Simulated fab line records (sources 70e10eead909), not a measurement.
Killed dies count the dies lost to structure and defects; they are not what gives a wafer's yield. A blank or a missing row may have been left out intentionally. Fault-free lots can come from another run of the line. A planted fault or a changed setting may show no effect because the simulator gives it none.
Struck lot and sound lot, side by side	flow nand-harc	15 steps out of a route of 1159
Sound: wafers L606.3, L606.4, L606.6. Struck: wafer L619.6 (left out: L619.2, L619.5 of the same lot, which were not struck); the cause appears at the end.
Per side, at each step with rows, come the tool, then ch with its chambers, and then its first start. Under that, the readings that differ: sound wafers	struck wafers	difference of the means	sigmas: that difference in standard deviations of wafers without a fault.
alike: a reading whose means differ by less than 2 such deviations, as well as words and numbers matching on both sides. not compared: withheld readings; readings where some wafer has no value; bounds like >300 that might hide an equal value; numbers whose values overlap and for which the record gives no deviation.
The two part at a step that has a row with sigmas, a row that says differs or no value, or rows on one side only. Numbers that have no deviation but don't overlap get no sigmas and don't part them. Lack of a reading on every wafer of one side parts them only where that side has two or more wafers.

first, 8 steps without rows for these wafers: NHARC_THIN_TSV_DEHYDRATE_25 (time 120 s); NHARC_THIN_TSV_HMDS_26 (time 30 s); NHARC_THIN_TSV_COAT_27; NHARC_THIN_TSV_SOFTBAKE_28 (time 95 s); NHARC_THIN_TSV_EBR_29; NHARC_THIN_TSV_EXPOSE_30 (exposes mask PAD); NHARC_THIN_TSV_PEB_31 (peb time 85 s); NHARC_THIN_TSV_DEVELOP_32 (time 70 s).
NHARC_THIN_TSV_CD_MEAS_33 targets a cd of 5000 nm.
  sound on cd-sem-01 ch 0, day 20 17:31; struck on cd-sem-02 ch 0, day 23 16:10
  alike: cd-nm
then, 1 step without rows for these wafers: NHARC_THIN_TSV_HARDBAKE_34 (time 80 s).
NHARC_THIN_TSV_DESCUM_35: chemistry O2, time 3 s.
  sound on rie-diel-02 ch 0,2, day 20 17:41; struck on rie-diel-08 ch 3, day 23 16:19
reading	sound	struck	difference	sigmas
throttle-valve-pct (%)	11.307 11.321 11.308	11.333	+0.021	+3
  alike: drypump-motor-current-A, oes-product-au, rf-vpp-V, showerhead-plenum-p-Torr
  not compared: rf-hours-counter-h
NHARC_THIN_TSV_ETCH_59: etches the open film in Cl2/BCl3, target depth 880 nm, time 138.1 s.
  sound on rie-metal-03 ch 0,1, day 20 17:53; struck on rie-metal-02 ch 1, day 23 16:31
  alike: drypump-motor-current-A, oes-product-au, throttle-valve-pct
  not compared: rf-hours-counter-h
NHARC_THIN_TSV_ETCH_36: etches the open film in Cl2/BCl3, target depth 65 nm, time 18.571 s.
  sound on rie-metal-03 ch 0,1, day 20 18:05; struck on rie-metal-02 ch 0, day 23 16:44
reading	sound	struck	difference	sigmas
drypump-motor-current-A (A)	5.7 6.0 5.7	4.9	-0.9	-2
oes-product-au (a.u.)	0.980 1.002 0.982	0.829	-0.159	-19
  not compared: rf-hours-counter-h
NHARC_THIN_TSV_STRIP_56: strips in O2.
  sound on plasma-asher-01 ch 0,1, day 20 18:16; struck on plasma-asher-01 ch 0, day 23 16:53
  alike: drypump-motor-current-A, heater-power-w
  not compared: rf-hours-counter-h
after that, 1 step had no rows for these wafers: NHARC_END_SORT_01.

WHERE THEY PART
Earliest at NHARC_THIN_TSV_DESCUM_35; latest, in this record, at NHARC_THIN_TSV_ETCH_36. Later steps at which nothing parts them and some readings are alike: NHARC_THIN_TSV_STRIP_56.

WHY: what the simulator had put in
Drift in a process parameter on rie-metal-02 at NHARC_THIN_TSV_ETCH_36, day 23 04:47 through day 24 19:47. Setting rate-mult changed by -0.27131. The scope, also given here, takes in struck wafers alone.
